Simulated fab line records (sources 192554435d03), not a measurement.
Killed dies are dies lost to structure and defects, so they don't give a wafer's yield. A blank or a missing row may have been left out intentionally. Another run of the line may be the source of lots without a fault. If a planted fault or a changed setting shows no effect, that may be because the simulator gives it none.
Matching of chambers    flow n5 finfet    N5_BEOL_M11_ETCH_65 on rie diel-02 has 4 sister chambers
The step etches SiARC in CF4, target depth 39 nm, time 65 s. 14 wafers are shown with their chamber, then 7 later ones without.

WAFERS, EACH WITH ITS CHAMBER
wafer   chamber  drypump motor current A (A)  throttle valve pct (%)  oes product au (a.u.)
L074.4  1        6.1                          15.79                   0.73
L074.5  3        5.2                          15.30                   0.69
L074.6  2        5.5                          15.51                   0.61
L079.1  1        6.1                          15.80                   0.73
L079.4  3        5.1                          15.30                   0.69
L079.5  3        5.2                          15.30                   0.69
L082.1  1        6.1                          15.83                   0.72
L082.4  2        5.5                          15.51                   0.60
L082.5  2        5.5                          15.52                   0.60
L088.2  3        5.2                          15.34                   0.67
L088.3  1        6.1                          15.85                   0.71
L088.4  0        5.5                          15.65                   0.74
L087.1  3        5.2                          15.35                   0.67
L087.3  1        6.1                          15.84                   0.72

SIGNATURES (means of the wafers above)
reading                  chamber 0  chamber 1  chamber 2  chamber 3  scatter within a chamber
drypump motor current A  5.500      6.100      5.500      5.180      0.0283
throttle valve pct       15.6500    15.8220    15.5133    15.3180    0.0229
oes product au           0.7400     0.7220     0.6033     0.6820     0.00909
Rule: for a wafer and a chamber, the distance is found by dividing, reading by reading, the gap between the wafer's reading and the chamber's mean by the reading's scatter, squaring, summing and taking the root. If the next closest chamber is less than 2 further off than the closest, the wafer can't be placed; otherwise it belongs to the closest. The scatter: the root of (the sum of the squares of (reading less its chamber's mean) over the shown wafers, divided by (wafers less chambers)).

WAFERS WITHOUT THEIR CHAMBER
wafer   drypump motor current A (A)  throttle valve pct (%)  oes product au (a.u.)
L087.5  6.1                          15.84                   0.71
L095.1  6.1                          15.88                   0.70
L095.2  5.4                          15.68                   0.71
L095.3  5.1                          15.37                   0.67
L095.4  6.1                          15.88                   0.71
L095.5  5.4                          15.68                   0.72
L095.6  5.1                          15.37                   0.66

CHAMBER TAKEN BY EACH
wafer   from the rows above  in truth
L087.5  1                    1
L095.1  1                    1
L095.2  0                    0
L095.3  3                    3
L095.4  1                    1
L095.5  0                    0
L095.6  3                    3
Placed correctly: 7 of 7. Left unplaced by these rows: 0. 0 placed wrongly.
